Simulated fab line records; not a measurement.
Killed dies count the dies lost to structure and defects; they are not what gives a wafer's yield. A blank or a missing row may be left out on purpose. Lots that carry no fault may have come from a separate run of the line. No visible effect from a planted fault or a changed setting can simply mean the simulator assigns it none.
Chamber matching / flow n5Finfet / N5_HKMG_FIN_ALD_21 on aldMetal-03 has 4 sister chambers
The step deposits TiN, target thk 1.5 nm, pulse time 1 s, purge time 3 s. 24 wafers are shown with their chamber, then 12 later ones without.

EACH WAFER AND ITS CHAMBER
wafer=L074.1; chamber=1; heaterPowerOuterW (W)=476; heaterPowerW (W)=880; precursorPulseHeightRel=1.010
wafer=L074.2; chamber=0; heaterPowerOuterW (W)=480; heaterPowerW (W)=805; precursorPulseHeightRel=1.007
wafer=L074.3; chamber=2; heaterPowerOuterW (W)=601; heaterPowerW (W)=946; precursorPulseHeightRel=0.991
wafer=L075.1; chamber=0; heaterPowerOuterW (W)=491; heaterPowerW (W)=804; precursorPulseHeightRel=0.978
wafer=L075.4; chamber=1; heaterPowerOuterW (W)=484; heaterPowerW (W)=858; precursorPulseHeightRel=0.966
wafer=L075.5; chamber=2; heaterPowerOuterW (W)=603; heaterPowerW (W)=959; precursorPulseHeightRel=0.996
wafer=L076.1; chamber=2; heaterPowerOuterW (W)=586; heaterPowerW (W)=956; precursorPulseHeightRel=1.016
wafer=L076.5; chamber=3; heaterPowerOuterW (W)=540; heaterPowerW (W)=876; precursorPulseHeightRel=1.000
wafer=L076.6; chamber=2; heaterPowerOuterW (W)=598; heaterPowerW (W)=938; precursorPulseHeightRel=1.023
wafer=L077.2; chamber=2; heaterPowerOuterW (W)=589; heaterPowerW (W)=939; precursorPulseHeightRel=0.996
wafer=L077.3; chamber=3; heaterPowerOuterW (W)=544; heaterPowerW (W)=872; precursorPulseHeightRel=1.000
wafer=L077.6; chamber=3; heaterPowerOuterW (W)=542; heaterPowerW (W)=854; precursorPulseHeightRel=1.014
wafer=L078.2; chamber=2; heaterPowerOuterW (W)=603; heaterPowerW (W)=911; precursorPulseHeightRel=0.968
wafer=L078.5; chamber=0; heaterPowerOuterW (W)=495; heaterPowerW (W)=813; precursorPulseHeightRel=1.017
wafer=L078.6; chamber=3; heaterPowerOuterW (W)=555; heaterPowerW (W)=878; precursorPulseHeightRel=0.977
wafer=L082.1; chamber=2; heaterPowerOuterW (W)=591; heaterPowerW (W)=947; precursorPulseHeightRel=0.967
wafer=L082.2; chamber=0; heaterPowerOuterW (W)=482; heaterPowerW (W)=798; precursorPulseHeightRel=1.001
wafer=L082.6; chamber=3; heaterPowerOuterW (W)=545; heaterPowerW (W)=883; precursorPulseHeightRel=1.067
wafer=L083.1; chamber=1; heaterPowerOuterW (W)=480; heaterPowerW (W)=849; precursorPulseHeightRel=1.031
wafer=L083.3; chamber=3; heaterPowerOuterW (W)=558; heaterPowerW (W)=863; precursorPulseHeightRel=1.004
wafer=L083.5; chamber=1; heaterPowerOuterW (W)=495; heaterPowerW (W)=893; precursorPulseHeightRel=0.964
wafer=L084.1; chamber=0; heaterPowerOuterW (W)=490; heaterPowerW (W)=800; precursorPulseHeightRel=0.986
wafer=L084.2; chamber=1; heaterPowerOuterW (W)=488; heaterPowerW (W)=852; precursorPulseHeightRel=1.043
wafer=L084.5; chamber=1; heaterPowerOuterW (W)=493; heaterPowerW (W)=852; precursorPulseHeightRel=1.001

SIGNATURES (averages over the wafers above)
reading=heaterPowerOuterW; chamber 0=487.60; chamber 1=486.00; chamber 2=595.86; chamber 3=547.33; scatter within a chamber=7.1
reading=heaterPowerW; chamber 0=804.00; chamber 1=864.00; chamber 2=942.29; chamber 3=871.00; scatter within a chamber=13.9
reading=precursorPulseHeightRel; chamber 0=0.99780; chamber 1=1.00250; chamber 2=0.99386; chamber 3=1.01033; scatter within a chamber=0.0261
Rule: a wafer's distance from a chamber is the root of the sum, over the readings, of the square of ((its reading less the chamber's mean) divided by the reading's scatter). If the next closest chamber is less than 2 further off than the closest, the wafer can't be placed; otherwise it belongs to the closest. The scatter is the square root of a quotient: the sum, over the shown wafers, of each reading's squared deviation from its chamber's mean, divided by wafers minus chambers.

WAFERS MISSING THEIR CHAMBER
wafer=L093.3; heaterPowerOuterW (W)=491; heaterPowerW (W)=876; precursorPulseHeightRel=0.972
wafer=L093.5; heaterPowerOuterW (W)=591; heaterPowerW (W)=959; precursorPulseHeightRel=0.998
wafer=L093.6; heaterPowerOuterW (W)=492; heaterPowerW (W)=880; precursorPulseHeightRel=1.020
wafer=L094.1; heaterPowerOuterW (W)=548; heaterPowerW (W)=892; precursorPulseHeightRel=1.036
wafer=L094.2; heaterPowerOuterW (W)=475; heaterPowerW (W)=835; precursorPulseHeightRel=1.019
wafer=L094.4; heaterPowerOuterW (W)=481; heaterPowerW (W)=850; precursorPulseHeightRel=1.010
wafer=L095.2; heaterPowerOuterW (W)=538; heaterPowerW (W)=886; precursorPulseHeightRel=0.990
wafer=L095.5; heaterPowerOuterW (W)=478; heaterPowerW (W)=784; precursorPulseHeightRel=1.016
wafer=L095.6; heaterPowerOuterW (W)=487; heaterPowerW (W)=854; precursorPulseHeightRel=1.010
wafer=L096.1; heaterPowerOuterW (W)=483; heaterPowerW (W)=806; precursorPulseHeightRel=1.024
wafer=L096.2; heaterPowerOuterW (W)=506; heaterPowerW (W)=863; precursorPulseHeightRel=1.044
wafer=L096.3; heaterPowerOuterW (W)=588; heaterPowerW (W)=956; precursorPulseHeightRel=1.008

EACH ONE'S CHAMBER
wafer=L093.3; from the rows above=1; in truth=1
wafer=L093.5; from the rows above=2; in truth=2
wafer=L093.6; from the rows above=1; in truth=1
wafer=L094.1; from the rows above=3; in truth=3
wafer=L094.2; from the rows above=can't be placed: 1 or 0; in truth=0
wafer=L094.4; from the rows above=1; in truth=1
wafer=L095.2; from the rows above=3; in truth=3
wafer=L095.5; from the rows above=0; in truth=0
wafer=L095.6; from the rows above=1; in truth=1
wafer=L096.1; from the rows above=0; in truth=0
wafer=L096.2; from the rows above=1; in truth=1
wafer=L096.3; from the rows above=2; in truth=2
11 of 12 placed correctly. Not placeable from these rows: 1 (in 1, the candidates include the true chamber). Placed wrongly: 0.
